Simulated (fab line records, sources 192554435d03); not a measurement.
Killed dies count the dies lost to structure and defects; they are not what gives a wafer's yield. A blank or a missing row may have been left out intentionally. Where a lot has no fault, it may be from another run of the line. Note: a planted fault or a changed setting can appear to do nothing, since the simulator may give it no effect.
Split-lot trial | flow n5-finfet | on a route of 1938 steps: 7 lots, 21 wafers read

THE SPLIT
At N5_FIN_SAQP_PECVD_47 (deposits a-Si from SiH4/He, target thk 45 nm, time 36.3 s), the setting time-s was moved away from the recipe's 36.3 s on 9 of the 21 wafers read, by -8.7% to +13.0%. All remaining wafers had this setting at the recipe value.

FROM THE SPLIT TO THE READING: what the file shows between them, 13 steps
- N5_FIN_SAQP_PECVD_06: deposits a-Si from SiH4/He, target thk 60 nm, time 48.1 s (also split here: time-s)
- N5_FIN_SAQP_THK_MEAS_07
- N5_FIN_SAQP_HM_DEP_72: deposits SiO2 from SiH4/N2O, target thk 12 nm, time 7.2 s
- N5_FIN_SAQP_COAT_49: time 60 s, resist thk 100 nm
- N5_FIN_SAQP_HM_OPEN_73: chemistry CHF3/O2, target SiO2, stops on a-Si, target depth 12 nm, time 16.8 s
- N5_FIN_SAQP_STRIP_74: strips in CHF3/O2
- N5_FIN_SAQP_MANDREL_ETCH_22: etches a-Si in HBr/Cl2, stops on SiNx, target depth 60 nm, bt time 10 s, time 30 s
- N5_FIN_SAQP_STRIP_55: strips in N2/H2
- N5_FIN_SAQP_STRIP_23: strips in SPM, time 750 s
- N5_FIN_SAQP_SRD_66: time 30 s
- N5_FIN_SAQP_RECESS_75: chemistry HF/NH3, target SiO2, target depth 14.4 nm, afs cycles 3, sublimation time 60 s
- N5_FIN_SAQP_SPACER1_ALD_24: deposits SiO2, target thk 20.3 nm, pulse time 1 s, purge time 2 s
- N5_FIN_SAQP_ETCH_65: etches SiO2 in CF4, target depth 4 nm, time 4.4 s (also split here: time-s)

THE READING
oes-product-au, in a.u., at N5_FIN_SAQP_MANDREL_ETCH_58 (etches a-Si in HBr/Cl2, stops on SiNx, target depth 45 nm, bt time 10 s, time 27 s). Typical for fault-free wafers on this fab line: 0.695 a.u., with standard deviation 0.014 a.u.

wafer  | tool, chamber at the split | time-s as run, s | against the recipe | oes-product-au, a.u. | against lot-mates on the recipe
L074.3 | pecvd-04, 1                | 36.3             | recipe             | 0.699                | -
L074.5 | pecvd-04, 0                | 33.13            | -8.7%              | 0.660                | -0.032
L074.6 | pecvd-04, 1                | 36.3             | recipe             | 0.685                | -
L078.2 | pecvd-04, 0                | 36.3             | recipe             | 0.695                | -
L078.5 | pecvd-04, 1                | 36.3             | recipe             | 0.700                | -
L078.6 | pecvd-04, 0                | 36.3             | recipe             | 0.688                | -
L079.1 | pecvd-04, 0                | 36.3             | recipe             | 0.674                | -
L079.2 | pecvd-04, 2                | 41.03            | +13.0%             | 0.752                | +0.078
L079.3 | pecvd-04, 1                | 41.03            | +13.0%             | 0.745                | +0.071
L085.1 | pecvd-04, 1                | 33.56            | -7.5%              | 0.684                | -0.015
L085.3 | pecvd-04, 2                | 36.3             | recipe             | 0.699                | -
L085.6 | pecvd-04, 1                | 33.56            | -7.5%              | 0.699                | +0.000
L094.4 | pecvd-01, 2                | 36.3             | recipe             | 0.683                | -
L094.5 | pecvd-01, 1                | 36.3             | recipe             | 0.687                | -
L094.6 | pecvd-01, 0                | 36.3             | recipe             | 0.679                | -
L096.2 | pecvd-01, 1                | 36.3             | recipe             | 0.689                | -
L096.3 | pecvd-01, 0                | 41.02            | +13.0%             | 0.746                | +0.057
L096.6 | pecvd-01, 1                | 41.02            | +13.0%             | 0.738                | +0.049
L097.2 | pecvd-02, 1                | 37.99            | +4.7%              | 0.724                | +0.011
L097.3 | pecvd-02, 2                | 36.3             | recipe             | 0.713                | -
L097.4 | pecvd-02, 1                | 37.99            | +4.7%              | 0.699                | -0.014

THE FIT
A straight line over all 21 wafers: oes-product-au changes by +0.0034 a.u. for each +1% of time-s; r = +0.87; the points scatter about the line by 0.013 a.u.
The same after taking each lot's own level away (the mean of its wafers on the recipe; 21 wafers): +0.00395 a.u. for each +1%; r = +0.89; scatter 0.013 a.u.
That fit puts the effect of the largest move of time-s on the reading at 0.051 a.u.
Measured against the standard deviation above, the lots' own levels, which go from 0.6740 to 0.7130 a.u., span 2.8 times it.
In other words, the slope is changed by the lot-to-lot level; the two fits disagree.
Check: for one of the wafers moved furthest among these (+13.0%), held out of the fit, the line's prediction against its lot-mates is +0.0483 a.u. Against them it came out at +0.078 a.u.

ADDITIONAL SPLITS CARRIED BY THESE WAFERS
Note: prior to the reading, these wafers also went through further splits. Each is held against what the fit with the lots' levels taken away leaves over:
other split on the same wafers | wafers away from the commonest value | r with oes-product-au (lot level and that fit taken away)
N5_WELL_APT_COAT_02 spin-rpm   | 8                                    | +0.21
N5_FIN_SAQP_PECVD_06 time-s    | 6                                    | -0.04
N5_FIN_SAQP_ETCH_65 time-s     | 1                                    | +0.05

THE WHOLE CHAIN: every reading that the file lists as answering this split, in the file's order
step                        | what it does                                                                       | reading                                                                           | change (the file's fit)                   | r (the file's)
N5_FIN_SAQP_PECVD_47        | deposits a-Si from SiH4/He, target thk 45 nm, time 36.3 s                          | a-Si_of_FIN_SAQP_PECVD_47.thk-nm (the simulator's own value, which no gauge read) | +0.507 nm for each +1% of the setting     | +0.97
N5_FIN_SAQP_MANDREL_ETCH_58 | etches a-Si in HBr/Cl2, stops on SiNx, target depth 45 nm, bt time 10 s, time 27 s | oes-product-au                                                                    | +0.00404 a.u. for each +1% of the setting | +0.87
N5_FIN_SAQP_MANDREL_ETCH_58 | etches a-Si in HBr/Cl2, stops on SiNx, target depth 45 nm, bt time 10 s, time 27 s | etch.depth-nm (the simulator's own value, which no gauge read)                    | +0.507 nm for each +1% of the setting     | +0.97

FILE'S OWN FIT
oes-product-au changes by +0.00404 a.u. for each +1% of time-s, r = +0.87.
